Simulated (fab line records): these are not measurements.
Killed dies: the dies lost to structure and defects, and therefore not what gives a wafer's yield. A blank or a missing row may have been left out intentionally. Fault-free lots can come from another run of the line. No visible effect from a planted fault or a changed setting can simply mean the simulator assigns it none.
fab line records -- flow nand_harc
record lots=6, wafers=18, last_day=32
route steps=1302 shown A_ZERO_WELL@412 A_SOURCE_PLATE@413 A_ONON_D1@424 END@1302
lots untouched by any fault: they come from a run of this same line in which no faults occurred
start_h: the number of hours between the record's first day and the start of the first shown wafer of the lot -- wait_h: how many hours have passed since the lot's step before this one -- " repeats the value in the row above -- L1.1+2: a row that stands for several wafers -- - no value, or no start given -- * or withheld: withheld -- < > ~ a bound
route shown NAME@n: NAME is a module with steps in the file, n the number in the route of the first one -- usual: average and standard deviation across the fault-free wafers -- same: alike in all rows -- chamber/n: place in a boat -- sites: readings site by site -- _std_site: the standard deviation of these -- _edge_site: mean of outer sites minus mean of inner sites -- radius_mm: for every site, how far away it sits from the centre of the wafer -- mask NAME#n: copy n -- behind: the tool/chamber that last shaped the wafer -- hold: why the lot went on hold/how many hours it stayed there/how the hold came to an end -- device: names the non-switching transistor (n, p or np) -- end of line: at the end of the route, the tests of the same wafers -- a step without rows: its recipe alone -- killed: not the wafer's yield, but the dies lost to structure and defects at the first sort -- map: shows each die of a wafer: x if killed, . if not, _ if none is there
set.NAME: the setting as run; set.NAME@STEP: as run at that earlier step -- model.NAME: the simulator's own value behind a step, which no gauge read
certain route steps with their lots: each step a table, each wafer a row
services: when a tool's chamber went out of use (start_h, in hours from the record's first day, below 0 if earlier), for how many hours, and the reason
## steps
# step NHARC_A_ZERO_WELL_INSPECT_17
# usual raw_defect_count=10/4.8
lot.wafer,tool,chamber,start_h,wait_h,raw_defect_count
L821.1,defect_inspect-01,-,144.40,0.2,10
L821.4,defect_inspect-01,-,144.40,0.2,8
L821.6,defect_inspect-01,-,144.40,0.2,31
L829.1,defect_inspect-01,-,217.30,0.2,9
L829.5,defect_inspect-01,-,217.30,0.2,5
L829.6,defect_inspect-01,-,217.30,0.2,8
L833.2,defect_inspect-02,-,269.98,0.1,9
L833.3,defect_inspect-02,-,269.98,0.1,15
L833.4,defect_inspect-02,-,269.98,0.1,22
L834.1,defect_inspect-01,-,274.15,0.2,18
L834.2,defect_inspect-01,-,274.15,0.2,10
L834.5,defect_inspect-01,-,274.15,0.2,9
L841.4,defect_inspect-02,-,334.33,0.1,9
L841.5,defect_inspect-02,-,334.33,0.1,11
L841.6,defect_inspect-02,-,334.33,0.1,8
L842.1,defect_inspect-02,-,347.77,0.2,7
L842.2,defect_inspect-02,-,347.77,0.2,5
L842.3,defect_inspect-02,-,347.77,0.2,6
# step NHARC_A_SOURCE_PLATE_PRECLEAN_00
# recipe time_s=60, chemistry=HF-LAST
# step NHARC_A_SOURCE_PLATE_SRD_01
# step NHARC_A_SOURCE_PLATE_OXIDE_02
# recipe target_thk_a=100, temp_c=900, ox_time_s=1362, material=SiO2
# step NHARC_A_SOURCE_PLATE_THK_MEAS_09
# recipe thk_meas_gauge=ellipsometry
# usual thk_nm=9.8/1.1
lot.wafer,tool,chamber,start_h,wait_h,thk_nm
L821.1,film_metro-02,-,151.66,0.4,13.5
L821.4,film_metro-02,-,151.66,0.4,10.1
L821.6,film_metro-02,-,151.66,0.4,9.4
L829.1,film_metro-02,-,227.25,0.4,11.3
L829.5,film_metro-02,-,227.25,0.4,10.9
L829.6,film_metro-02,-,227.25,0.4,9.4
L833.2,film_metro-02,-,277.28,0.4,10.2
L833.3,film_metro-02,-,277.28,0.4,10.2
L833.4,film_metro-02,-,277.28,0.4,10.1
L834.1,film_metro-02,-,280.97,0.4,8.2
L834.2,film_metro-02,-,280.97,0.4,8.1
L834.5,film_metro-02,-,280.97,0.4,12.1
L841.4,film_metro-01,-,342.83,0.4,10.3
L841.5,film_metro-01,-,342.83,0.4,10.9
L841.6,film_metro-01,-,342.83,0.4,10.5
L842.1,film_metro-02,-,354.97,0.4,8.4
L842.2,film_metro-02,-,354.97,0.4,10.1
L842.3,film_metro-02,-,354.97,0.4,9.1
# step NHARC_A_SOURCE_PLATE_PVD_04
# recipe target_thk_a=500, material=WSi2
# step NHARC_A_SOURCE_PLATE_CVD_03
# recipe target_thk_a=2000, temp_c=620, pressure_mtorr=200, time_s=4000, material=poly-Si
# step NHARC_A_SOURCE_PLATE_ANNEAL_05
# recipe temp_c=850, time_s=1800
# step NHARC_A_SOURCE_PLATE_THK_MEAS_06
# recipe thk_meas_gauge=ellipsometry
# usual thk_nm=200.4/2.2
lot.wafer,tool,chamber,start_h,wait_h,thk_nm
L821.1,film_metro-02,-,164.06,0.4,197.1
L821.4,film_metro-02,-,164.06,0.4,196.5
L821.6,film_metro-02,-,164.06,0.4,197.1
L829.1,film_metro-01,-,240.15,0.4,199.7
L829.5,film_metro-01,-,240.15,0.4,200.3
L829.6,film_metro-01,-,240.15,0.4,202.2
L833.2,film_metro-01,-,290.00,0.4,199.6
L833.3,film_metro-01,-,290.00,0.4,198.1
L833.4,film_metro-01,-,290.00,0.4,196.5
L834.1,film_metro-02,-,293.87,0.4,198.5
L834.2,film_metro-02,-,293.87,0.4,198.1
L834.5,film_metro-02,-,293.87,0.4,199.2
L841.4,film_metro-01,-,355.76,0.4,199.7
L841.5,film_metro-01,-,355.76,0.4,198.4
L841.6,film_metro-01,-,355.76,0.4,200.5
L842.1,film_metro-02,-,368.02,0.4,197.6
L842.2,film_metro-02,-,368.02,0.4,197.7
L842.3,film_metro-02,-,368.02,0.4,196.4
# step NHARC_A_SOURCE_PLATE_INSPECT_08
# usual raw_defect_count=55/20
lot.wafer,tool,chamber,start_h,wait_h,raw_defect_count
L821.1,defect_inspect-01,-,164.17,0.0,64
L821.4,defect_inspect-01,-,164.17,0.0,34
L821.6,defect_inspect-01,-,164.17,0.0,51
L829.1,defect_inspect-02,-,240.21,0.0,64
L829.5,defect_inspect-02,-,240.21,0.0,82
L829.6,defect_inspect-02,-,240.21,0.0,74
L833.2,defect_inspect-02,-,290.07,0.0,118
L833.3,defect_inspect-02,-,290.07,0.0,47
L833.4,defect_inspect-02,-,290.07,0.0,71
L834.1,defect_inspect-02,-,293.95,0.0,42
L834.2,defect_inspect-02,-,293.95,0.0,75
L834.5,defect_inspect-02,-,293.95,0.0,41
L841.4,defect_inspect-02,-,355.83,0.0,48
L841.5,defect_inspect-02,-,355.83,0.0,92
L841.6,defect_inspect-02,-,355.83,0.0,43
L842.1,defect_inspect-01,-,368.08,0.0,36
L842.2,defect_inspect-01,-,368.08,0.0,61
L842.3,defect_inspect-01,-,368.08,0.0,30
# step NHARC_A_ONON_D1_DEP_00
# recipe target_thk_a=10000, n2_flow_sccm=2750, n2o_flow_sccm=2000, nh3_flow_sccm=500, sih4_flow_sccm=210, temp_c=400
lot.wafer,tool,chamber,start_h,wait_h
L821.1+4+6,pecvd_onon-01,0,164.23,0.1
L829.1+5+6,pecvd_onon-01,0,240.28,0.1
L833.2+3+4,pecvd_onon-01,0,290.19,0.1
L834.1+2+5,pecvd_onon-01,0,294.02,0.1
L841.4+5+6,pecvd_onon-01,0,356.07,0.2
L842.1+2+3,pecvd_onon-01,0,368.15,0.1
# step NHARC_A_ONON_D1_THK_MEAS_02
# recipe thk_meas_gauge=ellipsometry
# usual thk_nm=999/11
lot.wafer,tool,chamber,start_h,wait_h,thk_nm
L821.1,film_metro-01,-,164.74,-,1026
L821.4,film_metro-01,-,164.74,-,1026
L821.6,film_metro-01,-,164.74,-,1026
L829.1,film_metro-01,-,240.79,-,1002
L829.5,film_metro-01,-,240.79,-,1002
L829.6,film_metro-01,-,240.79,-,1002
L833.2,film_metro-02,-,290.65,-,639
L833.3,film_metro-02,-,290.65,-,638
L833.4,film_metro-02,-,290.65,-,1003
L834.1,film_metro-01,-,294.53,-,990
L834.2,film_metro-01,-,294.53,-,628
L834.5,film_metro-01,-,294.53,-,989
L841.4,film_metro-02,-,356.40,-,998
L841.5,film_metro-02,-,356.40,-,995
L841.6,film_metro-02,-,356.40,-,996
L842.1,film_metro-02,-,368.66,-,990
L842.2,film_metro-02,-,368.66,-,990
L842.3,film_metro-02,-,368.66,-,988
# step NHARC_A_ONON_D1_DEP_03
# recipe target_thk_a=10000, n2_flow_sccm=2750, n2o_flow_sccm=2000, nh3_flow_sccm=500, sih4_flow_sccm=210, temp_c=400
# step NHARC_END_SORT_01
# recipe temp_c=25
# usual killed_at_array=64/16, killed_at_other=1.0/1.1, killed_at_periphery=3.5/2.3, killed_dies=69/17, killed_open=3.2/1.6, killed_short=2.4/1.6
# same gross_dies=677
lot.wafer,tool,chamber,start_h,wait_h,killed_at_array,killed_at_other,killed_at_periphery,killed_dies,killed_open,killed_short
L834.2,prober-02,0,700.05,2.8,673,2,2,677,1,2
L833.2,prober-01,0,699.99,2.8,675,0,2,677,3,3
L833.3,prober-01,0,700.80,3.1,674,0,3,677,3,6
# killed by level:class
L833.2 A_ONON_D1:area_dep=625 A_CHANNEL_HOLE_D2:chamber_film_flake=24 A_CHANNEL_HOLE_D1:chamber_film_flake=9 A_CONTACT:chamber_film_flake=5 A_CHANNEL_FILL_D1:chamber_film_flake=2 A_DECK1_JOINT:chamber_film_flake=2 A_SLIT:chamber_film_flake=2 P_M0:geometric_particle:open=1
L834.2 A_ONON_D1:area_dep=608 A_CHANNEL_HOLE_D1:chamber_film_flake=31 A_SLIT:chamber_film_flake=27 A_CONTACT:chamber_film_flake=3 A_CHANNEL_FILL_D2:geometric_particle:short=2 A_ONON_D2:geometric_particle:open=1 P_ZERO_WELL:chamber_film_flake=1 P_STI:chamber_film_flake=1
L833.3 A_ONON_D1:area_dep=615 A_CHANNEL_HOLE_D2:chamber_film_flake=25 A_CHANNEL_HOLE_D1:chamber_film_flake=12 A_CONTACT:chamber_film_flake=10 A_DECK1_JOINT:geometric_particle:short=3 A_STAIRCASE:chamber_film_flake=2 P_GATE:geometric_particle:short=1 P_M0:geometric_particle:open=1
# map L833.2 (x killed, . not)
____________x____________
_________xxxxxxx_________
_______xxxxxxxxxxx_______
______xxxxxxxxxxxxx______
_____xxxxxxxxxxxxxxx_____
____xxxxxxxxxxxxxxxxx____
____xxxxxxxxxxxxxxxxx____
___xxxxxxxxxxxxxxxxxxx___
___xxxxxxxxxxxxxxxxxxx___
__xxxxxxxxxxxxxxxxxxxxx__
__xxxxxxxxxxxxxxxxxxxxx__
_xxxxxxxxxxxxxxxxxxxxxxx_
_xxxxxxxxxxxxxxxxxxxxxxx_
_xxxxxxxxxxxxxxxxxxxxxxx_
_xxxxxxxxxxxxxxxxxxxxxxx_
_xxxxxxxxxxxxxxxxxxxxxxx_
xxxxxxxxxxxxxxxxxxxxxxxxx
xxxxxxxxxxxxxxxxxxxxxxxxx
xxxxxxxxxxxxxxxxxxxxxxxxx
xxxxxxxxxxxxxxxxxxxxxxxxx
xxxxxxxxxxxxxxxxxxxxxxxxx
_xxxxxxxxxxxxxxxxxxxxxxx_
_xxxxxxxxxxxxxxxxxxxxxxx_
_xxxxxxxxxxxxxxxxxxxxxxx_
_xxxxxxxxxxxxxxxxxxxxxxx_
_xxxxxxxxxxxxxxxxxxxxxxx_
__xxxxxxxxxxxxxxxxxxxxx__
__xxxxxxxxxxxxxxxxxxxxx__
___xxxxxxxxxxxxxxxxxxx___
___xxxxxxxxxxxxxxxxxxx___
____xxxxxxxxxxxxxxxxx____
____xxxxxxxxxxxxxxxxx____
_____xxxxxxxxxxxxxxx_____
______xxxxxxxxxxxxx______
_______xxxxxxxxxxx_______
_________xxxxxxx_________
____________x____________
# map L834.2 (x killed, . not)
____________x____________
_________xxxxxxx_________
_______xxxxxxxxxxx_______
______xxxxxxxxxxxxx______
_____xxxxxxxxxxxxxxx_____
____xxxxxxxxxxxxxxxxx____
____xxxxxxxxxxxxxxxxx____
___xxxxxxxxxxxxxxxxxxx___
___xxxxxxxxxxxxxxxxxxx___
__xxxxxxxxxxxxxxxxxxxxx__
__xxxxxxxxxxxxxxxxxxxxx__
_xxxxxxxxxxxxxxxxxxxxxxx_
_xxxxxxxxxxxxxxxxxxxxxxx_
_xxxxxxxxxxxxxxxxxxxxxxx_
_xxxxxxxxxxxxxxxxxxxxxxx_
_xxxxxxxxxxxxxxxxxxxxxxx_
xxxxxxxxxxxxxxxxxxxxxxxxx
xxxxxxxxxxxxxxxxxxxxxxxxx
xxxxxxxxxxxxxxxxxxxxxxxxx
xxxxxxxxxxxxxxxxxxxxxxxxx
xxxxxxxxxxxxxxxxxxxxxxxxx
_xxxxxxxxxxxxxxxxxxxxxxx_
_xxxxxxxxxxxxxxxxxxxxxxx_
_xxxxxxxxxxxxxxxxxxxxxxx_
_xxxxxxxxxxxxxxxxxxxxxxx_
_xxxxxxxxxxxxxxxxxxxxxxx_
__xxxxxxxxxxxxxxxxxxxxx__
__xxxxxxxxxxxxxxxxxxxxx__
___xxxxxxxxxxxxxxxxxxx___
___xxxxxxxxxxxxxxxxxxx___
____xxxxxxxxxxxxxxxxx____
____xxxxxxxxxxxxxxxxx____
_____xxxxxxxxxxxxxxx_____
______xxxxxxxxxxxxx______
_______xxxxxxxxxxx_______
_________xxxxxxx_________
____________x____________
## services
tool,chamber,start_h,hours,kind
pecvd_onon-01,-,226.84,2.8,repair
pecvd_onon-01,-,269.00,13.0,pm
## key
first_sign step=NHARC_A_ONON_D1_THK_MEAS_02, reading=thk_nm, direction=down, sigmas=32, usual=999, struck=635
effect step=NHARC_END_SORT_01, reading=killed_at_array, direction=up, sigmas=37, usual=64, struck=674
more_kills_born_at NHARC_A_ONON_D1_DEP_00@pecvd_onon-01=1848
met_at NHARC_A_ONON_D1_DEP_00
struck_wafers L833.2,L833.3,L834.2
later_rows_left_out L833.2,L833.3,L834.2
tester_left_out L833,L834
onset_between 240.28 290.19
fault kind=process_parameter_drift, tool=pecvd_onon-01, chamber=-, onset_h=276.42, steps=NHARC_A_ONON_D1_DEP_00, channel=target_thk_a, offset=*, shape=step, end_h=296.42, scope=struck_wafers_only, acts_in=*, stated=*
# tester_left_out: of these lots the tester's yield and bins aren't shown, on N5 and GAA mostly nor the transistor test; their killed dies are dies lost to structure and defects alone, not to doping, threshold or leakage, so they don't give the yield
# later_rows_left_out: the simulator's readings of these wafers behind a module that went badly wrong aren't trusted and aren't shown, but for the sort
